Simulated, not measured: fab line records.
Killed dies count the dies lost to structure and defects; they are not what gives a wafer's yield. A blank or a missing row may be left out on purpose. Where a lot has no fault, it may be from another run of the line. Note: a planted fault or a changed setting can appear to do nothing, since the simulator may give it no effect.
fab line records	flow n5_finfet
record lots=7	wafers=17	last_day=17
route steps=1938 shown MOL_CONTACT_COAG@594 BEOL_M4@1111 PASSIVATION@1936
lots that met no fault: taken from a fault-free run of the same line
start_h: hours from the record's first day to the start of the lot's first wafer shown	wait_h: how many hours have passed since the lot's step before this one	" repeats the value in the row above	L1.1+2: a single row standing in for several wafers	- no value, or no start given	* or withheld: withheld	< > ~ a bound
route shown NAME@n: names a module that has steps shown in the file, with the first one's number in the route	usual: mean/standard deviation of fault-free wafers	same: alike in all rows	chamber/n: place in a boat	sites: per-site readings	_std_site: standard deviation of those values	_edge_site: inner sites' mean taken away from outer sites' mean	radius_mm: for every site, how far away it sits from the centre of the wafer	mask NAME#n: copy n	behind: tool/chamber where the wafer was last shaped	hold: the reason the lot was held/the length of the hold in hours/how it ended	device: names the non-switching transistor (n, p or np)	end of line: tests of these same wafers at the route's end	a step given without rows: its recipe and nothing more	killed: at the first sort, the dies lost to defects and structure; wafer yield is something else	map: a wafer's dies, x killed, . not, _ none there
set.NAME: the setting the step ran with; set.NAME@STEP: the setting that earlier step ran with	model.NAME: the simulator's own value behind a step, which no gauge read
lots at selected steps of the route; one table per step, one row per wafer
services: a tool's chamber out of use, with start hour (start_h, from the record's first day; less than 0 if before it), hours out, and reason
## steps
# step N5_MOL_CONTACT_COAG_COAT_63
# recipe resist=SiARC	temp_c=220	time_s=60	spin_rpm=1500	resist_thk_nm=10
# step N5_MOL_CONTACT_COAG_COAT_64
# recipe resist=underlayer	temp_c=205	time_s=60	spin_rpm=1500	resist_thk_nm=10
# step N5_MOL_CONTACT_COAG_COAT_34
# recipe resist=CAR-EUV	spin_rpm=1500	resist_thk_nm=40
# step N5_MOL_CONTACT_COAG_EBR_36
# recipe solvent=PGMEA	ebr_width_mm=1.5
# step N5_MOL_CONTACT_COAG_SOFTBAKE_35
# recipe temp_c=110	time_s=60	resist=CAR-EUV
# step N5_MOL_CONTACT_COAG_EXPOSE_37
# recipe mask_id=VD	na=0.33	source_shape=annular	sigma_inner=0.3	sigma_outer=0.7	polarization=unpolarized	defocus_nm=0	dose_mj=62
# step N5_MOL_CONTACT_COAG_PEB_38
# recipe peb_temp_c=100	peb_time_s=60	resist=CAR-EUV
# step N5_MOL_CONTACT_COAG_DEVELOP_39
# recipe develop_time_s=30	developer=TMAH	resist=CAR-EUV	rinse_liquid=surfactant_rinse	dry=air_spin	dev_temp_c=23
# step N5_MOL_CONTACT_COAG_CD_MEAS_40
# recipe target_cd_nm=25.1	landing_energy_ev=500	detector=se_inlens	polarity=opening
# usual cd_nm=25.23/0.27
lot.wafer	tool	chamber	start_h	wait_h	cd_nm
L118.3	cd_sem-03	0	114.63	-	25.18
L118.5	"	0	"	"	25.10
L121.4	cd_sem-02	0	127.52	-	25.46
L121.5	"	0	"	"	25.37
L121.6	"	0	"	"	25.54
L125.3	cd_sem-02	0	157.01	-	25.49
L125.4	"	0	"	"	25.42
L125.6	"	0	"	"	25.17
L130.1	cd_sem-01	0	183.90	-	24.63
L130.2	"	0	"	"	24.71
L130.4	"	0	"	"	25.04
L136.1	cd_sem-01	0	221.29	-	24.91
L136.4	"	0	"	"	25.15
L137.4	cd_sem-01	0	225.86	-	25.46
L137.5	"	0	"	"	25.32
L138.1	cd_sem-02	0	232.97	-	25.04
L138.4	"	0	"	"	25.46
# step N5_MOL_CONTACT_COAG_OVL_MEAS_41
# recipe points_per_wafer=522
# usual VD_OVL=-0.3/0.72
lot.wafer	tool	chamber	start_h	wait_h	VD_OVL[nm]
L118.3	overlay-01	0	114.67	0.0	-0.1
L118.5	"	0	"	"	-0.4
L121.4	overlay-01	0	127.56	0.0	0.0
L121.5	"	0	"	"	-0.3
L121.6	"	0	"	"	0.3
L125.3	overlay-02	0	157.05	0.0	-1.8
L125.4	"	0	"	"	-0.6
L125.6	"	0	"	"	-1.2
L130.1	overlay-02	0	183.93	0.0	0.0
L130.2	"	0	"	"	0.5
L130.4	"	0	"	"	-0.8
L136.1	overlay-01	0	221.32	0.0	-0.6
L136.4	"	0	"	"	0.3
L137.4	overlay-02	0	225.90	0.0	0.2
L137.5	"	0	"	"	0.5
L138.1	overlay-01	0	233.00	0.0	-0.9
L138.4	"	0	"	"	-1.4
# step N5_MOL_CONTACT_COAG_INSPECT_42
# recipe mode=adi	inspect_instrument=brightfield
# usual raw_defect_count=178/46
lot.wafer	tool	chamber	start_h	wait_h	raw_defect_count
L118.3	defect_inspect-02	-	114.72	0.1	149
L118.5	"	-	"	"	183
L121.4	defect_inspect-01	-	127.60	0.0	149
L121.5	"	-	"	"	143
L121.6	"	-	"	"	140
L125.3	defect_inspect-02	-	157.09	0.0	108
L125.4	"	-	"	"	170
L125.6	"	-	"	"	106
L130.1	defect_inspect-01	-	183.99	0.1	206
L130.2	"	-	"	"	183
L130.4	"	-	"	"	272
L136.1	defect_inspect-02	-	221.38	0.1	185
L136.4	"	-	"	"	218
L137.4	defect_inspect-01	-	225.95	0.0	211
L137.5	"	-	"	"	212
L138.1	defect_inspect-02	-	233.07	0.1	141
L138.4	"	-	"	"	224
# step N5_MOL_CONTACT_COAG_DESCUM_45
# recipe chemistry=O2	time_s=7	source_power_w=50	bias_power_w=20	pressure_mtorr=20	rf_frequency_hz=2.712e+07	temp_c=40	resist=CAR-EUV	o2_flow_sccm=225
# usual drypump_motor_current_A=5.6/0.47	oes_product_au=0.77/0.092	rf_vpp_V=243.9/1.2	showerhead_plenum_p_Torr=2.13/0.063	temp_c=40.00/0.1	throttle_valve_pct=20.4/0.31
lot.wafer	tool	chamber	start_h	wait_h	drypump_motor_current_A	oes_product_au	rf_hours_counter_h	rf_vpp_V	showerhead_plenum_p_Torr	temp_c	throttle_valve_pct
L118.3	rie_diel-04	1	114.75	0.0	5.1	0.69	203	242.5	2.16	39.89	20.8
L118.5	"	1	"	"	5.1	0.69	-	244.2	2.16	39.94	20.7
L121.4	rie_diel-04	2	127.66	0.1	4.8	0.69	-	244.3	2.16	39.88	20.9
L121.5	"	3	"	"	5.4	0.68	-	242.3	2.08	39.93	20.7
L121.6	"	1	"	"	5.1	0.69	-	243.6	2.16	39.95	20.8
L125.3	rie_diel-04	1	157.29	0.2	5.1	0.68	222	245.3	2.15	39.92	20.8
L125.4	"	2	"	"	4.8	0.69	-	244.6	2.16	39.88	20.9
L125.6	"	0	"	"	5.9	0.98	-	243.6	2.06	39.84	20.1
L130.1	rie_diel-05	0	184.03	0.0	6.0	0.75	195	245.6	2.14	40.01	20.0
L130.2	"	2	"	"	6.3	0.80	100	246.4	2.22	40.07	20.5
L130.4	"	3	"	"	5.6	0.92	-	245.5	2.24	40.06	20.3
L136.1	rie_diel-05	3	221.41	0.0	5.6	0.88	27	245.8	2.23	40.02	20.3
L136.4	"	1	"	"	5.2	0.97	8	244.2	2.14	39.98	20.2
L137.4	rie_diel-05	3	226.00	0.0	5.6	0.88	-	245.1	2.23	39.88	20.3
L137.5	"	2	"	"	6.3	0.79	-	244.9	2.21	40.13	20.5
L138.1	rie_diel-05	1	233.44	0.4	5.2	0.97	13	243.5	2.14	39.94	20.2
L138.4	"	2	"	"	6.3	0.79	-	244.6	2.21	40.02	20.5
# step N5_MOL_CONTACT_COAG_ETCH_65
# recipe chemistry=N2/H2	target=underlayer	target_depth_a=130	mask_material=CAR-EUV	time_s=10.4	ion_energy_ev=200	pressure_mtorr=30	source_w=840	bias_w=150	n2_flow_sccm=200	h2_flow_sccm=200	ends=cleared
# usual drypump_motor_current_A=5.6/0.47	etch_rf_on_time_s=10.4/0.39	oes_product_au=0.66/0.081	rf_vpp_V=525.2/2.2	showerhead_plenum_p_Torr=2.59/0.079	throttle_valve_pct=17.87/0.24
lot.wafer	tool	chamber	start_h	wait_h	drypump_motor_current_A	etch_rf_on_time_s	oes_product_au	rf_hours_counter_h	rf_vpp_V	showerhead_plenum_p_Torr	throttle_valve_pct
L118.3	rie_diel-04	1	114.79	0.0	5.1	10.4	0.61	203	525.0	2.61	18.10
L118.5	"	1	"	"	5.1	10.5	0.61	-	526.7	2.61	18.11
L121.4	rie_diel-04	2	127.68	0.0	4.8	10.9	0.58	-	525.6	2.62	18.27
L121.5	"	3	"	"	5.4	10.8	0.58	-	522.7	2.48	17.79
L121.6	"	1	"	"	5.1	10.4	0.61	-	524.8	2.61	18.10
L125.3	rie_diel-04	1	157.33	0.0	5.1	10.5	0.59	222	526.1	2.61	18.14
L125.4	"	2	"	"	4.8	10.8	0.59	-	525.9	2.61	18.30
L125.6	"	0	"	"	5.9	10.0	0.84	-	522.2	2.52	17.69
L130.1	rie_diel-05	0	184.06	0.0	6.0	10.2	0.64	195	527.1	2.64	17.68
L130.2	"	2	"	"	6.3	10.0	0.71	100	526.5	2.68	17.76
L130.4	"	3	"	"	5.6	10.4	0.78	-	529.3	2.73	17.85
L136.1	rie_diel-05	3	221.45	0.0	5.6	10.5	0.76	27	531.1	2.73	17.86
L136.4	"	1	"	"	5.2	19.7	0.61	8	526.9	2.61	17.63
L137.4	rie_diel-05	3	226.02	0.0	5.6	20.0	0.55	-	527.9	2.73	17.83
L137.5	"	2	"	"	6.3	19.4	0.50	-	526.4	2.67	17.75
L138.1	rie_diel-05	1	233.47	0.0	5.2	10.0	0.84	13	525.2	2.61	17.70
L138.4	"	2	"	"	6.3	19.3	0.50	-	528.9	2.67	17.74
# step N5_MOL_CONTACT_COAG_ETCH_66
# recipe chemistry=CF4	target=SiARC	target_depth_a=130	mask_material=CAR-EUV	time_s=21.7	ion_energy_ev=80	pressure_mtorr=40	source_w=545	bias_w=36	Ar_flow_sccm=100	cf4_flow_sccm=100	ends=cleared
# usual drypump_motor_current_A=5.6/0.47	etch_rf_on_time_s=21.6/0.86	oes_product_au=0.66/0.082	rf_vpp_V=184.7/1.1	showerhead_plenum_p_Torr=2.18/0.058	throttle_valve_pct=15.63/0.26
lot.wafer	tool	chamber	start_h	wait_h	drypump_motor_current_A	etch_rf_on_time_s	oes_product_au	rf_hours_counter_h	rf_vpp_V	showerhead_plenum_p_Torr	throttle_valve_pct
L118.3	rie_diel-04	1	114.81	0.0	5.1	21.7	0.61	203	185.5	2.21	15.96
L118.5	"	1	"	"	5.1	21.8	0.62	-	185.8	2.21	15.97
L121.4	rie_diel-04	2	127.72	0.0	4.8	22.6	0.59	-	184.4	2.20	15.95
L121.5	"	3	"	"	5.4	22.7	0.58	-	184.5	2.11	15.77
L121.6	"	1	"	"	5.1	21.7	0.61	-	187.3	2.21	15.98
L125.3	rie_diel-04	1	157.35	0.0	5.1	21.7	0.60	222	185.7	2.20	15.99
L125.4	"	2	"	"	4.8	22.4	0.58	-	183.9	2.20	15.98
L125.6	"	0	"	"	5.9	20.6	0.85	-	182.4	2.10	15.21
L130.1	rie_diel-05	0	184.08	0.0	6.0	21.3	0.64	195	184.7	2.22	15.57
L130.2	"	2	"	"	6.3	21.0	0.70	100	186.7	2.26	15.58
L130.4	"	3	"	"	5.6	21.2	0.78	-	186.2	2.27	15.34
L136.1	rie_diel-05	3	221.46	0.0	5.6	21.0	0.77	27	185.5	2.27	15.37
L136.4	"	1	"	"	5.2	20.9	0.85	8	184.0	2.20	15.42
L137.4	rie_diel-05	3	226.06	0.0	5.6	21.4	0.76	-	185.3	2.27	15.37
L137.5	"	2	"	"	6.3	20.7	0.70	-	185.2	2.26	15.61
L138.1	rie_diel-05	1	233.49	0.0	5.2	21.0	0.83	13	184.8	2.20	15.42
L138.4	"	2	"	"	6.3	20.8	0.70	-	184.9	2.26	15.60
# step N5_BEOL_M4_RC_MEAS_101
# usual DIBL_N=37.5/2	DIBL_P=37.5/2.5	IOFF_N=0.18/0.042	IOFF_P=0.24/0.046	ION_N=677/15	ION_P=464/9.5	SS_N=72.0/0.76	SS_P=73.6/0.79	VT_N=249/3.5	VT_P=-249/3.2
lot.wafer	tool	chamber	start_h	wait_h	DIBL_N[mV/V]	DIBL_P[mV/V]	IOFF_N[nA/um]	IOFF_P[nA/um]	ION_N[uA/um]	ION_P[uA/um]	SS_N[mV/dec]	SS_P[mV/dec]	VT_N[mV]	VT_P[mV]
L118.3	prober-01	0	173.87	0.3	35.2	35.4	0.14	0.19	675	468	71.8	73.5	253	-253
L118.5	"	0	"	"	32.2	31.5	0.10	0.14	653	448	70.7	71.8	257	-257
L121.4	prober-01	0	195.50	0.5	39.9	41.6	0.27	0.35	674	451	73.4	75.9	244	-248
L121.5	"	0	"	"	38.8	38.5	0.25	0.25	688	461	73.1	73.8	245	-249
L121.6	"	0	"	"	34.3	35.8	0.15	0.19	687	469	71.6	73.0	251	-252
L125.3	prober-02	0	221.36	0.3	36.1	37.0	0.15	0.24	664	465	70.5	72.8	249	-247
L125.4	"	0	"	"	38.5	39.1	0.20	0.28	683	471	71.2	73.7	243	-248
L125.6	"	0	"	"	39.5	38.0	0.25	0.27	685	468	72.0	73.5	242	-246
L130.1	prober-02	0	244.72	0.0	34.6	33.6	0.13	0.18	667	455	71.9	73.6	254	-251
L130.2	"	0	"	"	34.9	34.2	0.15	0.21	657	455	71.8	72.4	249	-248
L130.4	"	0	"	"	38.6	39.3	0.22	0.29	695	473	72.4	74.2	245	-244
L136.1	prober-01	0	290.49	0.0	38.4	36.7	0.21	0.25	700	471	72.7	73.4	246	-247
L136.4	"	0	"	"	37.5	37.2	0.20	0.26	697	478	72.6	73.3	245	-246
L137.4	prober-02	0	294.95	0.5	39.6	39.1	0.22	0.26	681	459	72.5	74.7	247	-250
L137.5	"	0	"	"	37.7	36.8	0.20	0.22	686	462	72.2	73.8	246	-250
L138.1	prober-01	0	305.25	0.0	39.0	37.2	0.21	0.22	659	448	72.9	74.2	250	-253
L138.4	"	0	"	"	37.8	37.0	0.19	0.22	703	469	72.0	73.6	248	-250
# step N5_PASSIVATION_PROBE_49
# usual defect_limited_yield=91.8/1.5	killed_at_M0_to_M3=33/11	killed_at_M4_up=13/5	killed_at_contacts=11/5.6	killed_at_front_end=36/12	killed_at_other=3.4/2.5	killed_dies=97/18	killed_open=64/13	killed_short=31/6.9	sort_bin_4_leakage=0.01/0.048	sort_bin_5_function=4.8/1	sort_bin_6_memory=3.1/0.64	sort_n_pass=1083/18	sort_yield_pct=91.8/1.5
# same gross_dies=1180	killed_at_back_side=0	sort_bin_8_speed[%]=0
lot.wafer	tool	chamber	start_h	wait_h	defect_limited_yield[%]	killed_at_M0_to_M3	killed_at_M4_up	killed_at_contacts	killed_at_front_end	killed_at_other	killed_dies	killed_open	killed_short	sort_bin_4_leakage[%]	sort_bin_5_function[%]	sort_bin_6_memory[%]	sort_n_pass	sort_yield_pct[%]
L125.3	prober-02	-	325.84	0.1	93.6	29	18	5	19	4	75	50	25	0	3.6	2.5	1105	93.6
L125.4	prober-02	-	325.89	0.2	90.9	58	9	9	31	0	107	69	37	0	4.4	4.2	1073	90.9
L125.6	prober-02	-	325.99	0.3	93.1	36	10	9	26	1	82	60	21	0	4.3	2.3	1098	93.1
L137.4	prober-01	-	393.42	0.2	89.2	26	16	9	72	4	127	76	45	0	6.2	3.7	1053	89.2
L137.5	prober-01	-	393.47	0.2	89.8	28	17	9	63	3	120	74	43	0	6.0	3.8	1060	89.8
L136.1	prober-02	-	393.78	0.0	94.0	15	9	18	26	3	71	49	21	0	3.7	2.0	1109	94.0
L136.4	prober-02	-	393.93	0.2	94.7	16	10	8	28	0	62	43	14	0	3.2	1.9	1118	94.7
# killed by level:class
L125.3 BEOL_M4:geometric_particle:open=8 BEOL_M2:geometric_particle:open=6 BEOL_M5:geometric_particle:open=6 MOL_CONTACT_COAG:geometric_particle:open=5 BEOL_M0_SAQP:geometric_particle:open=5 ILD0:geometric_particle:short=4 GATE_CUT:geometric_particle:short=4 BEOL_M0_SAQP:geometric_particle:short=3
L125.4 BEOL_M3:geometric_particle:open=13 BEOL_M0:geometric_particle:open=10 MOL_CONTACT_COAG:geometric_particle:open=8 BEOL_M0_SAQP:geometric_particle:short=8 GATE_CUT:geometric_particle:short=6 BEOL_M0_SAQP:geometric_particle:open=6 BEOL_M2:geometric_particle:short=6 FIN_SAQP:geometric_particle:open=5
L125.6 BEOL_M2:geometric_particle:open=9 FIN_SAQP:geometric_particle:open=8 BEOL_M3:geometric_particle:open=8 MOL_CONTACT_COAG:geometric_particle:open=7 BEOL_M0_SAQP:geometric_particle:short=5 STARTING-WAFER:geometric_particle:open=4 FIN_SAQP:geometric_particle:short=3 ILD0:geometric_particle:open=3
L137.4 FIN_SAQP:geometric_particle:short=16 BEOL_M2:geometric_particle:open=10 MOL_CONTACT_COAG:geometric_particle:open=9 GATE_CUT:geometric_particle:open=8 GATE_CUT:geometric_particle:short=8 FIN_SAQP:geometric_particle:open=7 STI_FIN_REVEAL:geometric_particle:open=7 HKMG_FIN:area_etch=6
L137.5 FIN_SAQP:geometric_particle:open=20 FIN_SAQP:geometric_particle:short=14 MOL_CONTACT_COAG:geometric_particle:open=8 BEOL_M0_SAQP:geometric_particle:open=7 BEOL_M0:geometric_particle:open=7 BEOL_M0_SAQP:geometric_particle:short=6 BEOL_M4:geometric_particle:open=6 STI_FIN_REVEAL:geometric_particle:open=5
L136.1 MOL_CONTACT_COAG:geometric_particle:open=15 STI_FIN_REVEAL:geometric_particle:open=13 BEOL_M1:geometric_particle:open=7 STI_FIN_REVEAL:geometric_particle:short=4 BEOL_M8:geometric_particle:open=4 MOL_CONTACT_COAG:geometric_particle:short=3 BEOL_M1:geometric_particle:short=3 STARTING-WAFER:geometric_particle:short=3
L136.4 STI_FIN_REVEAL:geometric_particle:open=12 BEOL_M1:geometric_particle:open=8 MOL_CONTACT_COAG:geometric_particle:open=6 FIN_SAQP:geometric_particle:short=4 BEOL_M6:geometric_particle:open=3 FIN_SAQP:geometric_particle:open=2 STI_FIN_REVEAL:geometric_particle:short=2 MOL_CONTACT_COAG:geometric_particle:short=2
## services
tool	chamber	start_h	hours	kind
rie_diel-04	0	110.81	-	clean
rie_diel-04	0	110.81	-	consumable_replace:focus_ring
rie_diel-04	0	110.81	37.8	scheduled_down
rie_diel-04	0	110.81	37.8	vent_cycle
rie_diel-05	3	131.35	-	clean
rie_diel-05	3	131.35	-	consumable_replace:focus_ring
rie_diel-05	3	131.35	-	consumable_replace:showerhead
rie_diel-05	3	131.35	13.3	scheduled_down
rie_diel-05	3	131.35	13.3	vent_cycle
rie_diel-04	3	148.63	-	clean
rie_diel-04	3	148.63	-	consumable_replace:focus_ring
rie_diel-04	3	148.63	22.8	scheduled_down
rie_diel-04	3	148.63	22.8	vent_cycle
rie_diel-05	1	178.48	-	clean
rie_diel-05	1	178.48	-	consumable_replace:focus_ring
rie_diel-05	1	178.48	18.8	scheduled_down
rie_diel-05	1	178.48	18.8	vent_cycle
rie_diel-04	2	217.90	5.7	repair
rie_diel-04	2	223.62	-	clean
rie_diel-04	2	223.62	-	consumable_replace:focus_ring
rie_diel-04	2	223.62	14.5	scheduled_down
rie_diel-04	2	223.62	14.5	vent_cycle
rie_diel-05	0	230.90	5.1	repair
## key
first_sign step=N5_MOL_CONTACT_COAG_ETCH_65	reading=etch_rf_on_time_s	direction=up	sigmas=24	usual=*	struck=*
effect none on later readings
met_at N5_MOL_CONTACT_COAG_ETCH_65
struck_wafers L136.4,L137.4,L137.5,L138.4
onset_between 184.06 221.45
fault kind=process_parameter_drift	tool=rie_diel-05	chamber=-	onset_h=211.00	steps=N5_MOL_CONTACT_COAG_ETCH_65	channel=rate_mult	offset=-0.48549	shape=step	end_h=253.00	scope=struck_wafers_only
